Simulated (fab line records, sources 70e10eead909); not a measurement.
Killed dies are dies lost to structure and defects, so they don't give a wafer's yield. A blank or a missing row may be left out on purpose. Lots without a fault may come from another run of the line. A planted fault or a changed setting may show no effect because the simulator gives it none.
Which tool did it? | flow nand_harc | 6 lots, 18 wafers sampled, at 2 steps of a route of 1302

WHAT THE GAUGES READ, wafer by wafer
NHARC_A_ONON_D1_THK_MEAS_30: measures by ellipsometry.
lot  | measured     | on            | thk_nm (nm)
L274 | day 9 05:15  | film_metro-01 | 1010 1010 1010
L275 | day 10 02:15 | film_metro-01 | 1011 1013 1013
L277 | day 11 06:24 | film_metro-01 | 1006 1006 1007
L286 | day 14 09:28 | film_metro-01 | 833 832 832
L291 | day 16 14:38 | film_metro-01 | 986 984 987
L292 | day 17 12:20 | film_metro-02 | 992 995 992

WHICH TOOL RAN EACH LOT (tool, then ch and the chambers of the sampled wafers, then the start)
lot  | NHARC_A_ONON_D1_DEP_28
L274 | pecvd_onon-04 ch 0, day 9 04:44
L275 | pecvd_onon-02 ch 0, day 10 01:48
L277 | pecvd_onon-04 ch 0, day 11 05:53
L286 | pecvd_onon-02 ch 0, day 14 08:58
L291 | pecvd_onon-03 ch 0, day 16 14:08
L292 | pecvd_onon-04 ch 0, day 17 11:53
- NHARC_A_ONON_D1_DEP_28: target thk 1000 nm.

THE ANSWER, worked out from the rows above alone
Rule: what is usual is taken from the lots themselves. Put in order of their means at a reading, lots are off if they are a third of the lots or fewer, leave a main group of 4 or more, and stand apart from it by a gap of 3 or more times the standard deviation of the main group's means; of several such gaps the widest counts. A main group whose means are all the same, to the digits that the tables above print for the reading, isn't used. A lot without any number at a reading at which 4 lots or more have one is off too. The other lots that the step has rows for count as sound.
Off: L286, at NHARC_A_ONON_D1_THK_MEAS_30 (thk_nm). The main group: mean 1001 nm, standard deviation 10.
A tool fits if, at a process step before that reading, it ran every lot that is off, and no sound lot after the first of them. The gauges at NHARC_A_ONON_D1_THK_MEAS_30 are tried like those tools. One fits: pecvd_onon-02 at NHARC_A_ONON_D1_DEP_28. Its last sound lot is L275 (day 10 01:48), its first lot that is off L286 (day 14 08:58): a fault that began between those two fits.

WHAT THE SIMULATOR HAD PUT IN
Process parameter drift: pecvd_onon-02, from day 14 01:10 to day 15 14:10, at NHARC_A_ONON_D1_DEP_28. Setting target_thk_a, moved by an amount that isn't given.
Lots struck among those shown: L286. The rule above found the same.
